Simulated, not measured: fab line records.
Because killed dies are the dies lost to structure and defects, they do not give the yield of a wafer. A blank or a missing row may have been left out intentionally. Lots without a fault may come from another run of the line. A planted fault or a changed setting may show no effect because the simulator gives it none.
fab line records	flow n5_finfet
[record] lots = 7	wafers = 39
route steps=1938 shown FIN_SAQP@125 DUMMY_GATE@220 MOL_CONTACT_COAG@559
start_h: start of the lot's first displayed wafer, in hours after the record's first day	wait_h: hours elapsed since this lot's preceding step	" the same as in the row above	L1.1+2: one row covering several wafers at once	- either no value or no given start	* or withheld: withheld	< > ~ a bound
route shown NAME@n: NAME is a module with steps in the file, n the number in the route of the first one	usual: the fault-free wafers' mean and standard deviation	same: alike in all rows	chamber/n: place in a boat	sites: per-site readings	_std_site: the values' standard deviation	_edge_site: mean of outer sites minus mean of inner sites	radius_mm: for every site, how far away it sits from the centre of the wafer	mask NAME#n: copy n	behind: the last tool/chamber to shape the wafer	hold: the reason the lot was held/the length of the hold in hours/how it ended	device: the n, p or np transistor that did not switch	end of line: the route-end tests of the same wafers	for a step that has no rows: nothing shown but its recipe	killed: at the first sort, the dies lost to defects and structure; wafer yield is something else	map: per-die view of a wafer (x killed, . not killed, _ where there is no die)
set.NAME: the setting as run; set.NAME@STEP: as run at that earlier step	model.NAME: the simulator's own value behind a step, which no gauge read
one table per step and one row per wafer, for lots whose settings were changed on purpose
[[steps]]
[step N5_FIN_SAQP_SPACER1_ALD_24]
[recipe] material = SiO2	target_thk_a = 203	temp_c = 300	ald_precursor_family = BDEAS	ald_co_reactant = O2-plasma	pulse_time_s = 1	purge_time_s = 2	co_reactant_purge_time_s = 2	ald_cycles = 218	pressure_torr = 2
lot.wafer	tool	chamber	start_h	wait_h	set.ald_cycles	model.SiO2_of_FIN_SAQP_SPACER1_ALD_24.thk_nm
L074.1+3	ald_sin-04	2,0	23.73	0.6	254	23.8
L074.2	"	3	"	"	218	20.2
L074.4+6	"	0,2	"	"	218	20.4
L074.5	"	3	"	"	254	23.6
L077.1+6	ald_sin-03	1,2	43.32	2.3	247	23
L077.2	"	3	"	"	218	20.2
L077.3	"	2	"	"	247	23.2
L077.4+5	"	0,1	"	"	218	20.4
L078.1	ald_sin-03	3	48.10	0.9	201	18.6
L078.2+4	"	2,0	"	"	201	18.8
L078.3+6	"	1,2	"	"	218	20.4
L078.5	"	3	"	"	218	20.2
L086.1+2+4	ald_sin-02	2,3,0	96.27	0.3	238	22
L086.3+5+6	"	1,3,0	"	"	218	20.2
L087.1+5	ald_sin-04	2,0	101.22	0.5	218	20.4
L087.2	"	3	"	"	218	20.2
L088.1	ald_sin-02	0	107.28	0.3	192	18
L088.2+4+6	"	1,3,2	"	"	218	20.2
L088.3+5	"	2,1	"	"	192	17.8
L090.1	ald_sin-04	3	118.92	0.7	218	20.2
L090.2+6	"	1	"	"	238	21.8
L090.3	"	0	"	"	238	22.2
L090.4+5	"	2,0	"	"	218	20.4
[step N5_FIN_SAQP_SPACER1_ETCHBACK_25]
[recipe] chemistry = CHF3/O2	mode = anisotropic_etchback	target = SiO2	target_depth_a = 244	time_s = 12.2	pressure_mtorr = 30	source_w = 650	bias_w = 170	Ar_flow_sccm = 200	CHF3_flow_sccm = 50	O2_flow_sccm = 5	ion_energy_ev = 200
[step N5_FIN_SAQP_MANDREL1_REMOVE_56]
[recipe] chemistry = HBr/Cl2/O2	bt_time_s = 10	target = a-Si	stop_on = SiNx	endpoint = OES-SiCl	over_etch_frac = 1	icp_w = 600	bias_w = 22	HBr_flow_sccm = 150	Cl2_flow_sccm = 80	O2_flow_sccm = 5	pressure_mtorr = 10
lot.wafer	tool	chamber	start_h	wait_h	set.ald_cycles@FIN_SAQP_SPACER1_ALD_24	model.FIN_SAQP.cd_nm
L074.1	rie_si-03	2	24.53	0.1	254	24
L074.2	"	1	"	"	218	20.2
L074.3+5	"	0,3	"	"	254	23.8
L074.4	"	3	"	"	218	20.6
L074.6	"	0	"	"	218	20.4
L077.1	rie_si-02	3	44.12	0.1	247	23.2
L077.2+4+5	"	1,0,1	"	"	218	20.4
L077.3+6	"	2	"	"	247	23
L078.1+2	rie_si-01	2,0	49.00	0.1	201	18.8
L078.3+5	"	1,0	"	"	218	20.4
L078.4	"	3	"	"	201	18.6
L078.6	"	1	"	"	218	20.6
L086.1+2+4	rie_si-02	3,0,1	97.07	0.1	238	22
L086.3	"	2	"	"	218	20
L086.5+6	"	0,3	"	"	218	20.2
L087.1+2	rie_si-03	2,0	102.02	0.1	218	20.6
L087.5	"	3	"	"	218	20.4
L088.1+3+5	rie_si-03	1,0,3	108.08	0.1	192	18
L088.2+6	"	3,0	"	"	218	20.4
L088.4	"	1	"	"	218	20.2
L090.1	rie_si-03	1	119.73	0.1	218	20.2
L090.2+6	"	2,0	"	"	238	22
L090.3	"	3	"	"	238	22.2
L090.4	"	0	"	"	218	20.6
L090.5	"	1	"	"	218	20.4
[step N5_FIN_SAQP_CD_MEAS_27]
[recipe] target_cd_nm = 20	landing_energy_ev = 1000	detector = se_inlens	polarity = line
[usual] cd_nm = 20.37/0.28
lot.wafer	tool	chamber	start_h	wait_h	set.ald_cycles@FIN_SAQP_SPACER1_ALD_24	cd_nm
L074.1	cd_sem-03	0	24.65	0.1	254	24.08
L074.2	"	0	"	"	218	20.23
L074.3	"	0	"	"	254	23.99
L074.4	"	0	"	"	218	20.66
L074.5	"	0	"	"	254	23.86
L074.6	"	0	"	"	218	20.27
L077.1	cd_sem-02	0	44.23	0.1	247	23.27
L077.2	"	0	"	"	218	20.11
L077.3	"	0	"	"	247	22.87
L077.4	"	0	"	"	218	20.17
L077.5	"	0	"	"	218	20.52
L077.6	"	0	"	"	247	22.97
L078.1	cd_sem-02	0	49.11	0.1	201	18.72
L078.2	"	0	"	"	201	18.83
L078.3	"	0	"	"	218	20.27
L078.4	"	0	"	"	201	18.32
L078.5	"	0	"	"	218	20.55
L078.6	"	0	"	"	218	20.51
L086.1	cd_sem-02	0	97.18	0.1	238	22.05
L086.2	"	0	"	"	238	21.94
L086.3	"	0	"	"	218	19.74
L086.4	"	0	"	"	238	22.13
L086.5	"	0	"	"	218	19.92
L086.6	"	0	"	"	218	20.33
L087.1	cd_sem-03	0	102.13	0.1	218	20.70
L087.2	"	0	"	"	218	20.32
L087.5	"	0	"	"	218	20.53
L088.1	cd_sem-02	0	108.19	0.1	192	18.32
L088.2	"	0	"	"	218	20.24
L088.3	"	0	"	"	192	17.99
L088.4	"	0	"	"	218	19.96
L088.5	"	0	"	"	192	18.06
L088.6	"	0	"	"	218	20.27
L090.1	cd_sem-02	0	119.84	0.1	218	20.05
L090.2	"	0	"	"	238	22.34
L090.3	"	0	"	"	238	22.34
L090.4	"	0	"	"	218	20.71
L090.5	"	0	"	"	218	20.47
L090.6	"	0	"	"	238	21.79
[step N5_DUMMY_GATE_HM_DEP_06]
[recipe] material = SiNx	target_thk_a = 800	precursor = DCS/NH3	temp_c = 700	pressure_mtorr = 300	time_s = 5141
lot.wafer	tool	chamber	start_h	wait_h	set.time_s	model.SiNx_of_DUMMY_GATE_HM_DEP_06.thk_nm
L074.1	-	-	-	0.0	5908	92.2
L074.2	"	-	"	"	5908	91.6
L074.3+4+5	"	-	"	"	5908	92
L074.6	"	-	"	"	5908	91.8
L077.1+3	-	-	-	0.3	5141	79
L077.2+5	"	-	"	"	5141	79.2
L077.4	"	-	"	"	5141	78.6
L077.6	"	-	"	"	5141	78.4
L078.1	-	-	-	0.5	4622	71
L078.2+3+4	"	-	"	"	4622	71.2
L078.5	"	-	"	"	4622	71.6
L078.6	"	-	"	"	4622	70.6
L086.1+4+6	-	-	-	0.0	4759	75
L086.2+3+5	"	-	"	"	4759	75.2
L087.1	lpcvd-02	1/15	119.36	0.0	5141	80.6
L087.2+5	"	1/20,1/34	"	"	5141	79.8
L088.1+2+6	-	-	-	0.0	4417	68.4
L088.3	"	-	"	"	4417	67.6
L088.4	"	-	"	"	4417	68.6
L088.5	"	-	"	"	4417	68.8
L090.1+3+5	-	-	-	0.0	4641	72
L090.2	"	-	"	"	4641	71.8
L090.4	"	-	"	"	4641	72.2
L090.6	"	-	"	"	4641	71.4
[step N5_MOL_CONTACT_COAG_ALD_27]
[recipe] material = SiOC	target_thk_a = 170	temp_c = 400	ald_precursor_family = carbosiloxane	ald_co_reactant = H2-plasma	pulse_time_s = 1.5	time_s = 2720	purge_time_s = 2	co_reactant_purge_time_s = 2	ald_cycles = 340	pressure_torr = 2
lot.wafer	tool	chamber	start_h	wait_h	set.time_s	model.SiOC_of_MOL_CONTACT_COAG_ALD_27.thk_nm
L074.1	ald_sin-02	1	97.15	0.8	2918	17
L074.2	"	3	"	"	2918	16.8
L074.3+6	"	0	"	"	2720	17
L074.4	"	2	"	"	2918	17.2
L074.5	"	3	"	"	2720	16.8
L078.1	ald_sin-04	2	120.60	0.1	2315	14.6
L078.2	"	1	"	"	2315	14.4
L078.3+4+5	"	3,0,2	"	"	2720	17
L078.6	"	3	"	"	2315	14.2
L077.1+2	ald_sin-02	0,2	121.14	0.3	2720	17
L077.3+4	"	1,3	"	"	3009	17
L077.5	"	2	"	"	3009	17.2
L077.6	"	3	"	"	2720	16.8
L086.1	ald_sin-02	0	171.93	1.4	2148	13.2
L086.2+5	"	2	"	"	2148	13.4
L086.3	"	1	"	"	2720	17
L086.4+6	"	3	"	"	2720	16.8
L087.1+2+5	ald_sin-03	0,3,1	173.08	0.0	2720	17
L088.1+4+6	ald_sin-04	0,1,2	180.42	0.0	2720	17
L088.2+3	"	2,3	"	"	2968	17
L088.5	"	3	"	"	2968	16.8
L090.1+2	ald_sin-02	2,0	192.95	0.0	2720	17
L090.3+4+5	"	3,1,0	"	"	3075	17
L090.6	"	3	"	"	2720	16.8
[step N5_MOL_CONTACT_COAG_ALD_123]
[recipe] material = SiNx	target_thk_a = 50	temp_c = 400	ald_precursor_family = SiH2I2	ald_co_reactant = N2/H2-plasma	pulse_time_s = 1	purge_time_s = 2	co_reactant_purge_time_s = 2	ald_cycles = 100	pressure_torr = 2
lot.wafer	tool	chamber	start_h	wait_h	set.ald_cycles	model.SiNx_of_MOL_CONTACT_COAG_ALD_123.thk_nm
L074.1+2+3+4+5+6	ald_sin-02	2,3,0,1,3,0	99.05	0.0	100	5
L078.1+4+5	ald_sin-04	2,3,1	122.95	0.5	117	5.8
L078.2+3+6	"	0,1,0	"	"	100	5
L077.1+4+5	ald_sin-03	1,0,2	123.03	0.0	100	5
L077.2+3+6	"	2,3,3	"	"	112	5.6
L086.1+2+6	ald_sin-02	2,3,3	173.83	0.0	92	4.6
L086.3+4+5	"	0,1,2	"	"	100	5
L087.1+2+5	ald_sin-02	2,1,0	175.00	0.0	100	5
L088.1+2+3+4+5+6	ald_sin-02	1,0,2,3,0,1	182.45	0.2	100	5
L090.1+2+3+4+5+6	ald_sin-02	1,3,0,2,1,2	194.85	0.0	100	5
[step N5_MOL_CONTACT_COAG_ETCHBACK_135]
[recipe] chemistry = CHF3	target = SiO2	target_depth_a = 250	time_s = 16.7	ion_energy_ev = 200	pressure_mtorr = 30	source_w = 610	bias_w = 170	Ar_flow_sccm = 200	CHF3_flow_sccm = 50
lot.wafer	tool	chamber	start_h	wait_h	set.time_s	model.SOC_of_MOL_CONTACT_COAG_COAT_75.thk_nm
L074.1+3	rie_diel-02	0,3	100.59	0.0	16.7	57.6
L074.2+4+5	"	1,0,3	"	"	18.89	57.4
L074.6	"	1	"	"	16.7	57.8
L078.1+4	rie_diel-06	2,1	124.45	0.0	17.83	57.4
L078.2+3	"	1,0	"	"	16.7	57.8
L078.5	"	2	"	"	16.7	57.6
L078.6	"	0	"	"	17.83	57.6
L077.1+2+3+6	rie_diel-02	1,0,2,3	125.11	0.0	16.7	57.4
L077.4	"	3	"	"	16.7	57.6
L077.5	"	2	"	"	16.7	57.2
L086.1+3+6	rie_diel-02	0,2,2	176.26	0.0	13.03	57.8
L086.2+4	"	1,3	"	"	16.7	57.2
L086.5	"	1	"	"	16.7	57.4
L087.1	rie_diel-02	0	176.81	0.0	16.7	57.8
L087.2	"	1	"	"	16.7	57.4
L087.5	"	1	"	"	16.7	57.6
L088.1+3+4+5+6	rie_diel-04	0,2,2,0,3	184.69	0.0	16.7	57.6
L088.2	"	3	"	"	16.7	57.4
L090.1+5	rie_diel-02	3	196.87	0.0	12.85	58.2
L090.2+4+6	"	0,1,0	"	"	16.7	57.8
L090.3	"	2	"	"	12.85	58.4
[step N5_MOL_CONTACT_COAG_STRIP_118]
[recipe] chemistry = CHF3	resist = SiARC	rf_frequency_hz = 6e+07
[step N5_MOL_CONTACT_COAG_VIA_ETCH_46]
[recipe] chemistry = C4F6/O2	target_depth_a = 460	overetch_a = 92	mask_material = SOC	target = SiO2	bias_w = 455	pressure_mtorr = 10	time_s = 40	source_w = 325	Ar_flow_sccm = 300	C4F6_flow_sccm = 10	O2_flow_sccm = 10	ion_energy_ev = 575.3	ends = end_point
[step N5_MOL_CONTACT_COAG_STRIP_120]
[recipe] chemistry = CHF3	resist = SiARC	rf_frequency_hz = 6e+07
[step N5_MOL_CONTACT_COAG_VIA_ETCH_117]
[recipe] chemistry = C4F6/O2	target_depth_a = 400	overetch_a = 80	mask_material = SOC	target = SiO2	bias_w = 455	pressure_mtorr = 10	time_s = 26	source_w = 325	Ar_flow_sccm = 300	C4F6_flow_sccm = 10	O2_flow_sccm = 10	ion_energy_ev = 575.3	ends = end_point
[step N5_MOL_CONTACT_COAG_ETCH_124]
[recipe] chemistry = CH3F/O2	target = SiNx	target_depth_a = 65	mask_material = SOC	stop_on = SiOC	over_etch_frac = 0.3	ion_energy_ev = 120	pressure_mtorr = 30	source_w = 395	bias_w = 73	Ar_flow_sccm = 150	CH3F_flow_sccm = 30	O2_flow_sccm = 20	ends = end_point
lot.wafer	tool	chamber	start_h	wait_h	set.ald_cycles@MOL_CONTACT_COAG_ALD_123	model.etch.depth_nm
L074.1	rie_diel-02	2	102.58	0.0	100	4.969
L074.2	"	3	"	"	100	4.981
L074.3	"	0	"	"	100	5.027
L074.4	"	1	"	"	100	5.025
L074.5	"	0	"	"	100	5.01
L074.6	"	1	"	"	100	5.015
L078.1	rie_diel-06	2	125.99	0.0	117	5.881
L078.2	"	1	"	"	100	5.02
L078.3	"	0	"	"	100	5.016
L078.4	"	1	"	"	117	5.847
L078.5	"	2	"	"	117	5.839
L078.6	"	0	"	"	100	5.031
L077.1	rie_diel-02	3	126.42	0.0	100	5.034
L077.2	"	0	"	"	112	5.624
L077.3	"	1	"	"	112	5.646
L077.4	"	2	"	"	100	5.089
L077.5	"	3	"	"	100	5.029
L077.6	"	0	"	"	112	5.641
L086.1	rie_diel-02	0	178.11	0.0	92	4.589
L086.2	"	3	"	"	92	4.633
L086.3	"	1	"	"	100	5.005
L086.4	"	2	"	"	100	5.062
L086.5	"	3	"	"	100	4.981
L086.6	"	0	"	"	92	4.604
L087.1	rie_diel-02	0	178.64	0.0	100	5.009
L087.2	"	3	"	"	100	5.01
L087.5	"	2	"	"	100	4.981
L088.1	rie_diel-06	1	186.25	0.0	100	5.048
L088.2	"	0	"	"	100	5.007
L088.3	"	2	"	"	100	4.991
L088.4	"	0	"	"	100	5.028
L088.5	"	1	"	"	100	5.021
L088.6	"	2	"	"	100	5.041
L090.1	rie_diel-02	3	198.47	0.0	100	5.029
L090.2	"	1	"	"	100	4.998
L090.3	"	2	"	"	100	4.988
L090.4	"	0	"	"	100	5.002
L090.5	"	1	"	"	100	5.051
L090.6	"	2	"	"	100	5.009
[[key]]
[split] step = N5_FIN_SAQP_SPACER1_ALD_24	setting = ald_cycles	stated = 218	by = wafer
[response] step = N5_FIN_SAQP_SPACER1_ALD_24	reading = model.SiO2_of_FIN_SAQP_SPACER1_ALD_24.thk_nm	change = +0.2	per = 1%	r = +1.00
[response] step = N5_FIN_SAQP_MANDREL1_REMOVE_56	reading = model.FIN_SAQP.cd_nm	change = +0.203	per = 1%	r = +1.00
[response] step = N5_FIN_SAQP_CD_MEAS_27	reading = cd_nm	change = +0.206	per = 1%	r = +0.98
[split] step = N5_DUMMY_GATE_HM_DEP_06	setting = time_s	stated = 5141	by = lot
[response] step = N5_DUMMY_GATE_HM_DEP_06	reading = model.SiNx_of_DUMMY_GATE_HM_DEP_06.thk_nm	change = +0.804	per = 1%	r = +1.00
[split] step = N5_MOL_CONTACT_COAG_ALD_27	setting = time_s	stated = 2720	by = wafer
[response] step = N5_MOL_CONTACT_COAG_ALD_27	reading = model.SiOC_of_MOL_CONTACT_COAG_ALD_27.thk_nm	shape = bent	at_lowest = 13.33	at_stated = 16.95	at_highest = 17
[split] step = N5_MOL_CONTACT_COAG_ALD_123	setting = ald_cycles	stated = 100	by = wafer
[response] step = N5_MOL_CONTACT_COAG_ALD_123	reading = model.SiNx_of_MOL_CONTACT_COAG_ALD_123.thk_nm	change = +0.0483	per = 1%	r = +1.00
[response] step = N5_MOL_CONTACT_COAG_ETCH_124	reading = model.etch.depth_nm	change = +0.0492	per = 1%	r = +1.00
[split] step = N5_MOL_CONTACT_COAG_ETCHBACK_135	setting = time_s	stated = 16.7	by = wafer
[response] step = N5_MOL_CONTACT_COAG_ETCHBACK_135	reading = model.SOC_of_MOL_CONTACT_COAG_COAT_75.thk_nm	change = -0.0225	per = 1%	r = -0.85
